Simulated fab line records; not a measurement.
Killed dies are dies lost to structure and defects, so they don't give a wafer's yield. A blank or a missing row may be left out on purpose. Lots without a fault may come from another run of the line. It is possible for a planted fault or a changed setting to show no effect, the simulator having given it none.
Problem report, 8D (eight disciplines) form, completed by code | flow n5 finfet | the parts of the form that need people (team, actions taken, sign-off) are left out

1. WHAT IS WRONG
At N5_HKMG_FIN_COAT_42, spin speed rpm averages 1586.6 rpm over 6 wafers from 2 lots, while fault-free wafers read 1499.8 rpm, standard deviation 1.1. Relative to the usual mean, that is a shift of +79 standard deviations.
The step: time 60 s, resist thk 35 nm.
First observed at day 6 11:37: wafer L277.3, on litho track-01. The record holds 32 wafers of 11 lots with a number at this step. The rule behind "out" and "out of limits": a value lying over 4 standard deviations away from the usual mean. The rest of the wafers with a number are treated as sound.

2. WHAT IT IS AND WHAT IT IS NOT
question                    | is                     | is not
which readings at this step | spin speed rpm         | dispense pressure kPa, exhaust pa
which lots                  | L277, L279             | L267, L268, L269, L282, L284, L286, L287, L288, L290
which wafers of those lots  | all that have a number | -
read on which tools         | litho track-01         | litho track-02, litho track-05
when                        | from day 6 11:37       | up to then (9 sound wafers); but 17 sound wafers of L282, L284, L286, L287, L288, L290 came after

3. WHAT RULES OUT EACH SUSPECT
Counting: any tool at a process step up to the reading is kept as a suspect provided that every lot that is out went through it and no sound lot did after the first of them.
- ald hk-03 at N5_HKMG_FIN_HK_ALD_01 (deposits HfO2, target thk 1.6 nm, pulse time 3 s, purge time 3 s): ruled out as a lasting fault. Following L277 (day 6 10:46), the first lot on it that is out, the sound lots L282, L284, L290 were run on it.
- rtp anneal-01 at N5_HKMG_FIN_HK_ANNEAL_02 (time 30 s): ruled out as a lasting fault. Following L277 (day 6 11:07), the first lot on it that is out, the sound lots L290 were run on it.
- litho track-01 at N5_HKMG_FIN_COAT_42 (time 60 s, resist thk 35 nm): kept. It ran every lot that is out, first L277 (day 6 11:37), and no sound lot after that. On those wafers its own readings are out: spin speed rpm.
Left after counting: litho track-01 at N5_HKMG_FIN_COAT_42.

4. THE CAUSE (what the simulator had put in)
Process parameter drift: litho track-01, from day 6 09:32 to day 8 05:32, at N5_HKMG_FIN_COAT_42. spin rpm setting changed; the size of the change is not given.
Only this tool survived the counting.

5. THE EFFECT CHAIN, in route order
Each row: a reading where the mean over the struck wafers with a number is more than 3 standard deviations away from the usual. Scope: only readings with a usual standard deviation given in the record; hours: median across lots of the time from each lot's start at the first step in this table that gives one to its start at this step; sigmas: change in usual standard deviations.
hours | step                | reading        | usual      | on struck wafers | change | sigmas
0     | N5_HKMG_FIN_COAT_42 | spin speed rpm | 1499.8 rpm | 1586.6           | +86.8  | +79
Here are the process steps it includes:
- N5_HKMG_FIN_COAT_42: time 60 s, resist thk 35 nm.
Later measuring or inspecting steps at which every struck wafer that the step has a row for has a number for every such reading, and none has moved that far: N5_BEOL_M4_RC_MEAS_101.

6. HOW IT WOULD HAVE BEEN CAUGHT EARLIER
The fault began at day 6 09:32; the first out-of-limits reading in this record came at day 6 11:37, 2 hours later.
